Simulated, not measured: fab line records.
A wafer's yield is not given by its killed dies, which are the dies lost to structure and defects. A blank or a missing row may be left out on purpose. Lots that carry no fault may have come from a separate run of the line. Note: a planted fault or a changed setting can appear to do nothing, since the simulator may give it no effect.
Split-lot trial ; flow n5-finfet ; 7 lots, 21 wafers read, on a route of 1938 steps

## ABOUT THE SPLIT
At N5_FIN_SAQP_PECVD_06 (deposits a-Si from SiH4/He, target thk 60 nm, time 48.1 s), the setting time-s was moved away from the recipe's 48.1 s on 7 of the 21 wafers read, by -7.8% to +9.1%. All remaining wafers had this setting at the recipe value.

## FROM THE SPLIT TO THE READING: what the file shows between them, 7 steps
- N5_FIN_SAQP_THK_MEAS_07
- N5_FIN_SAQP_EXPOSE_13: exposes mask FIN CORE, target cd 35.6 nm (also split here: dose-mj)
- N5_FIN_SAQP_PEB_14: peb time 60 s
- N5_FIN_SAQP_DEVELOP_15: develop time 30 s
- N5_FIN_SAQP_CD_MEAS_16: target cd 35.6 nm
- N5_FIN_SAQP_HM_OPEN_73: chemistry CHF3/O2, target SiO2, stops on a-Si, target depth 12 nm, time 16.8 s
- N5_FIN_SAQP_STRIP_74: strips in CHF3/O2

## THE READING
etch.depth-nm (the simulator's own value, which no gauge read), in nm, at N5_FIN_SAQP_MANDREL_ETCH_22 (etches a-Si in HBr/Cl2, stops on SiNx, target depth 60 nm, bt time 10 s, time 30 s). No usual value for it is given in the file. Average 60.15 nm, standard deviation 0.67 nm, over the 14 wafers here run with the recipe.

wafer;tool, chamber at the split;time-s as run, s;against the recipe;etch.depth-nm, nm;against lot-mates on the recipe
L077.3;pecvd-04, 0;52.15;+8.4%;64.4;+3.94
L077.4;pecvd-04, 2;48.1;recipe;60.46;-
L077.5;pecvd-04, 1;52.15;+8.4%;65.67;+5.21
L079.1;pecvd-03, 2;50.52;+5.0%;63.39;+2.27
L079.3;pecvd-03, 1;48.1;recipe;60.67;-
L079.5;pecvd-03, 1;48.1;recipe;61.57;-
L080.2;pecvd-01, 0;48.1;recipe;59.3;-
L080.5;pecvd-01, 1;44.34;-7.8%;55.49;-3.81
L080.6;pecvd-01, 0;44.34;-7.8%;55.8;-3.50
L085.1;pecvd-04, 0;51.27;+6.6%;62.17;+2.37
L085.5;pecvd-04, 1;48.1;recipe;59.25;-
L085.6;pecvd-04, 2;48.1;recipe;60.35;-
L088.2;pecvd-01, 2;48.1;recipe;59.71;-
L088.3;pecvd-01, 1;48.1;recipe;59.78;-
L088.6;pecvd-01, 1;52.49;+9.1%;66.49;+6.74
L092.1;pecvd-01, 1;48.1;recipe;60.49;-
L092.2;pecvd-01, 0;48.1;recipe;59.59;-
L092.3;pecvd-01, 2;48.1;recipe;60.47;-
L095.1;pecvd-04, 1;48.1;recipe;59.19;-
L095.3;pecvd-04, 0;48.1;recipe;60.38;-
L095.6;pecvd-04, 1;48.1;recipe;60.86;-

THE FIT
A straight line over all 21 wafers: etch.depth-nm changes by +0.578 nm for each +1% of time-s; r = +0.96; the points scatter about the line by 0.78 nm.
The same after taking each lot's own level away (the mean of its wafers on the recipe; 21 wafers): +0.532 nm for each +1%; r = +0.96; scatter 0.7 nm.
The reading moves by 4.9 nm for the largest change in time-s, on that fit.
The span of the lots' own levels, 59.300 to 61.120 nm, comes to 2.7 times the standard deviation stated above.
The two slopes are in agreement: the lot-to-lot level therefore moves the slope only a little.
Check: +4.43 nm against its lot-mates is what the line predicts for one of the wafers moved furthest among these (+9.1%) when that wafer is left out of the fit. Against them it came out at +6.74 nm.

## FURTHER SPLITS ON THESE WAFERS
Before the reading, these wafers also passed through other splits. Each is held against what the fit with the lots' levels taken away leaves over:
other split on the same wafers;wafers away from the commonest value;r with etch.depth-nm (lot level and that fit taken away)
N5_WELL_APT_PEB_06 peb-time-s;4;-0.06
N5_WELL_APT_DEVELOP_07 develop-time-s;11;-0.03
N5_FIN_SAQP_EXPOSE_13 dose-mj;6;-0.02

## THE WHOLE CHAIN: every reading that the file lists as answering this split, in the file's order
step;what it does;reading;change (the file's fit);r (the file's)
N5_FIN_SAQP_PECVD_06;deposits a-Si from SiH4/He, target thk 60 nm, time 48.1 s;a-Si_of_FIN_SAQP_PECVD_06.thk-nm (the simulator's own value, which no gauge read);+0.548 nm for each +1% of the setting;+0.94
N5_FIN_SAQP_THK_MEAS_07;;thk-nm;withheld for each +1% of the setting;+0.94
N5_FIN_SAQP_MANDREL_ETCH_22;etches a-Si in HBr/Cl2, stops on SiNx, target depth 60 nm, bt time 10 s, time 30 s;etch.depth-nm (the simulator's own value, which no gauge read);+0.548 nm for each +1% of the setting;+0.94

## THE FILE'S OWN FIT
etch.depth-nm changes by +0.548 nm for each +1% of time-s, r = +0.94.
